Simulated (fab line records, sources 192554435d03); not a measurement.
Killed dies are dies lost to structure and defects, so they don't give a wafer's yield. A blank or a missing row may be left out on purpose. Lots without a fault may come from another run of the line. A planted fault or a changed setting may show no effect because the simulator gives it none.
Chamber matching | flow n5_finfet | N5_BEOL_M0_SAQP_PECVD_04 on pecvd-01: 3 sister chambers
The step deposits a-Si from SiH4/He, target thk 60 nm, time 60.2 s. 3 wafers are shown with their chamber, then 7 later ones without.

WAFERS WITH THEIR CHAMBER
wafer  | chamber | throttle_valve_pct (%)
L088.4 | 1       | 18.4
L092.1 | 2       | 17.7
L092.2 | 0       | 17.7

WAFERS WITHOUT THEIR CHAMBER
wafer  | throttle_valve_pct (%)
L092.3 | 18.5
L093.1 | 18.3
L093.2 | 17.6
L093.4 | 18.4
L097.3 | 17.7
L097.4 | 18.1
L097.5 | 17.8

WHICH CHAMBER EACH WENT THROUGH
wafer  | from the rows above          | in truth
L092.3 | 1                            | 1
L093.1 | 1                            | 1
L093.2 | can't be placed: 0 or 2      | 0
L093.4 | 1                            | 1
L097.3 | can't be placed: 0 or 2      | 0
L097.4 | can't be placed: 1 or 0 or 2 | 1
L097.5 | can't be placed: 0 or 2      | 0
Placed correctly: 3 of 7. Can't be placed from these rows: 4 (the true chamber is among the candidates in 4). Placed wrongly: 0.
How it was worked out, from the rows above alone: a wafer's distance from a chamber is the root of the sum, over the readings, of the square of ((its reading less the chamber's mean) divided by the reading's scatter). The wafer belongs to the nearest chamber; if the next one is less than 2 further off, it can't be placed. A chamber's mean is the mean of its shown wafers. The scatter: with one shown wafer a chamber, the root of the mean of the squares of how far each hidden wafer lies from its nearest shown one.
